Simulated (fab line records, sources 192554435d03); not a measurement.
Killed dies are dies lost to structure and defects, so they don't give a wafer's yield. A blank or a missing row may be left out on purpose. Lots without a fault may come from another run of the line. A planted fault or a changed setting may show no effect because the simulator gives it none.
Chamber matching | flow n5_finfet | N5_BEOL_M8_DESCUM_33 on rie_diel-04: 4 sister chambers
The step chemistry O2, time 7 s. 14 wafers are shown with their chamber, then 7 later ones without.

WAFERS WITH THEIR CHAMBER
wafer  | chamber | drypump_motor_current_A (A) | throttle_valve_pct (%) | oes_product_au (a.u.)
L075.2 | 1       | 5.7                         | 20.66                  | 0.76
L075.3 | 3       | 5.6                         | 20.19                  | 0.72
L075.5 | 3       | 5.6                         | 20.19                  | 0.71
L076.2 | 1       | 5.7                         | 20.67                  | 0.77
L076.4 | 1       | 5.7                         | 20.67                  | 0.76
L076.6 | 0       | 6.6                         | 20.30                  | 0.68
L082.1 | 2       | 5.8                         | 19.94                  | 0.90
L082.3 | 1       | 5.7                         | 20.67                  | 0.76
L082.6 | 2       | 5.8                         | 19.94                  | 0.90
L090.2 | 0       | 6.6                         | 19.89                  | 0.97
L090.3 | 2       | 5.7                         | 19.96                  | 0.87
L090.5 | 2       | 5.7                         | 19.96                  | 0.87
L093.2 | 0       | 6.6                         | 19.91                  | 0.93
L093.4 | 3       | 5.7                         | 20.25                  | 0.69

SIGNATURES (means of the wafers above)
reading                 | chamber 0 | chamber 1 | chamber 2 | chamber 3 | scatter within a chamber
drypump_motor_current_A | 6.600     | 5.700     | 5.750     | 5.633     | 0.0408
throttle_valve_pct      | 20.0333   | 20.6675   | 19.9500   | 20.2100   | 0.105
oes_product_au          | 0.8600    | 0.7625    | 0.8850    | 0.7067    | 0.0713
Rule: a wafer's distance from a chamber is the root of the sum, over the readings, of the square of ((its reading less the chamber's mean) divided by the reading's scatter). The wafer belongs to the nearest chamber; if the next one is less than 2 further off, it can't be placed. The scatter: the root of (the sum of the squares of (reading less its chamber's mean) over the shown wafers, divided by (wafers less chambers)).

WAFERS WITHOUT THEIR CHAMBER
wafer  | drypump_motor_current_A (A) | throttle_valve_pct (%) | oes_product_au (a.u.)
L093.6 | 5.8                         | 19.99                  | 0.85
L096.1 | 5.7                         | 20.73                  | 0.72
L096.2 | 6.6                         | 19.92                  | 0.92
L096.6 | 5.7                         | 19.99                  | 0.84
L097.2 | 5.7                         | 20.75                  | 0.72
L097.3 | 5.7                         | 19.99                  | 0.82
L097.5 | 6.6                         | 19.92                  | 0.90

WHICH CHAMBER EACH WENT THROUGH
wafer  | from the rows above     | in truth
L093.6 | 2                       | 2
L096.1 | 1                       | 1
L096.2 | 0                       | 0
L096.6 | can't be placed: 2 or 3 | 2
L097.2 | 1                       | 1
L097.3 | can't be placed: 2 or 3 | 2
L097.5 | 0                       | 0
Placed correctly: 5 of 7. Can't be placed from these rows: 2 (the true chamber is among the candidates in 2). Placed wrongly: 0.
